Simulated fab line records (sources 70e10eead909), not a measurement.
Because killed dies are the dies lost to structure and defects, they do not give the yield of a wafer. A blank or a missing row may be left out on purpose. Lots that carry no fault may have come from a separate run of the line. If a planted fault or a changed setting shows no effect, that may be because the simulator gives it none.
8D (eight disciplines) problem report, filled in by code :: flow nand-harc :: the parts of the form that need people (team, actions taken, sign-off) are left out

1. THE ISSUE
Wafers with no fault read 213 with a standard deviation of 78, whereas raw-defect-count at NHARC_P_STI_INSPECT_25 reads a mean of 1336 on 1 wafer of 1 lot. Relative to the usual mean, that is a shift of +14 standard deviations.
First observed at day 8 12:43: wafer L829.1, on defect-inspect-01. The record holds 13 wafers of 5 lots with a number at this step. By rule, "out" or "out of limits" means more than 4 standard deviations away from the usual mean. Any other wafer with a number is counted as sound.

2. WHAT THIS IS AND IS NOT
question: which readings at this step
is: raw-defect-count
is not: -

question: which lots
is: L829
is not: L822, L827, L839, L840

question: which wafers of those lots
is: all that have a number
is not: -

question: read on which gauges
is: defect-inspect-01
is not: defect-inspect-02

question: when
is: from day 8 12:43
is not: up to then (6 sound wafers); but 6 sound wafers of L839, L840 came after

3. THE SUSPECTS, EACH WITH WHAT RULES IT OUT
Counting: any tool at a process step up to the reading is kept as a suspect provided that every lot that is out went through it and no sound lot did after the first of them.
- ruled out: the gauge at NHARC_P_STI_INSPECT_25. All the wafers that are out were read on defect-inspect-01, but those of them that NHARC_P_GATE_INSPECT_28 has rows for are out there too, on other tools.
- cmp-02 at NHARC_P_STI_CMP_21 (polishes, t overpolish 20 s, target thk 380.67 nm): ruled out as a lasting fault. Sound lots L840 ran on it after its first lot that is out, L829 (day 8 04:18).
- wet-bench-06 at NHARC_P_STI_ETCH_37 (etches SiO2 in dHF, target depth 11 nm): kept. It ran the lot that is out, L829 (day 8 04:38), and no sound lot after that; its last sound lot up to then is L827 (day 7 10:29).
The count leaves wet-bench-06 at NHARC_P_STI_ETCH_37.

4. THE CAUSE (what the simulator had put in)
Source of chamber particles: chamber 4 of wet-bench-06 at NHARC_P_STI_ETCH_37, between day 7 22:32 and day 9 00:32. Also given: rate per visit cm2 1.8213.
After counting, this tool was the only one left.

5. THE EFFECT CHAIN, in route order
Each row: a reading where the mean over the struck wafers with a number is more than 3 standard deviations away from the usual. Readings are gone through only where the record gives a usual standard deviation; hours: the median, over the lots, of the time from a lot's start at the first step in this table giving one to that lot's start at this step; sigmas: the change measured in usual standard deviations.
hours: 0
step: NHARC_P_STI_INSPECT_25
reading: raw-defect-count
usual: 213
on struck wafers: 1336
change: +1123
sigmas: +14

hours: 34
step: NHARC_P_GATE_INSPECT_28
reading: raw-defect-count
usual: 6
on struck wafers: 1170
change: +1164
sigmas: +99 or more

hours: 510
step: NHARC_END_SORT_01
reading: killed-at-periphery
usual: 3.7
on struck wafers: 112.0
change: +108.3
sigmas: +36

hours: 510
step: NHARC_END_SORT_01
reading: killed-dies
usual: 61
on struck wafers: 190
change: +129
sigmas: +6.1
Later steps that measure or inspect, where all struck wafers having a row at the step show a number for every such reading and not one has moved that far: NHARC_P_GATE_CD_MEAS_11.

6. WHAT WOULD HAVE CAUGHT IT SOONER
In this record the first reading out of limits at a measuring or inspecting step was taken at day 8 12:43, 14 hours after the fault began at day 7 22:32.
Each of the lots that are out, 1 in all, had begun NHARC_P_STI_ETCH_37 on wet-bench-06 no later than day 8 12:43. Tool hold at that time: it would have spared none of them.
